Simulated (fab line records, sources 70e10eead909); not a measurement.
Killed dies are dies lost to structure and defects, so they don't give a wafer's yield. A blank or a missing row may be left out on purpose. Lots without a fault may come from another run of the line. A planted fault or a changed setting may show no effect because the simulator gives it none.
Chamber matching | flow nand_harc | NHARC_P_CONTACT_STRIP_28 on rie_diel-04: 4 sister chambers
The step strips in O2. 8 wafers are shown with their chamber, then 7 later ones without.

WAFERS WITH THEIR CHAMBER
wafer  | chamber | showerhead_plenum_p_Torr (Torr) | drypump_motor_current_A (A)
L076.5 | 2       | 3.45                            | 5.7
L079.2 | 3       | 3.78                            | 5.5
L079.5 | 0       | 3.38                            | 5.6
L082.1 | 1       | 3.45                            | 5.7
L082.2 | 0       | 3.38                            | 5.5
L082.4 | 3       | 3.78                            | 5.5
L091.1 | 2       | 3.44                            | 5.7
L091.2 | 1       | 3.44                            | 5.7

WAFERS WITHOUT THEIR CHAMBER
wafer  | showerhead_plenum_p_Torr (Torr) | drypump_motor_current_A (A)
L091.3 | 3.38                            | 5.6
L092.1 | 3.44                            | 5.7
L092.3 | 3.38                            | 5.6
L092.4 | 3.44                            | 5.7
L094.1 | 3.38                            | 5.5
L094.2 | 3.44                            | 5.8
L094.5 | 3.44                            | 5.7

WHICH CHAMBER EACH WENT THROUGH
wafer  | from the rows above     | in truth
L091.3 | 0                       | 0
L092.1 | can't be placed: 1 or 2 | 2
L092.3 | 0                       | 0
L092.4 | can't be placed: 1 or 2 | 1
L094.1 | 0                       | 0
L094.2 | can't be placed: 1 or 2 | 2
L094.5 | can't be placed: 1 or 2 | 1
Placed correctly: 3 of 7. Can't be placed from these rows: 4 (the true chamber is among the candidates in 4). Placed wrongly: 0.
How it was worked out, from the rows above alone: a wafer's distance from a chamber is the root of the sum, over the readings, of the square of ((its reading less the chamber's mean) divided by the reading's scatter). The wafer belongs to the nearest chamber; if the next one is less than 2 further off, it can't be placed. A chamber's mean is the mean of its shown wafers. The scatter: the root of (the sum of the squares of (reading less its chamber's mean) over the shown wafers, divided by (wafers less chambers)).
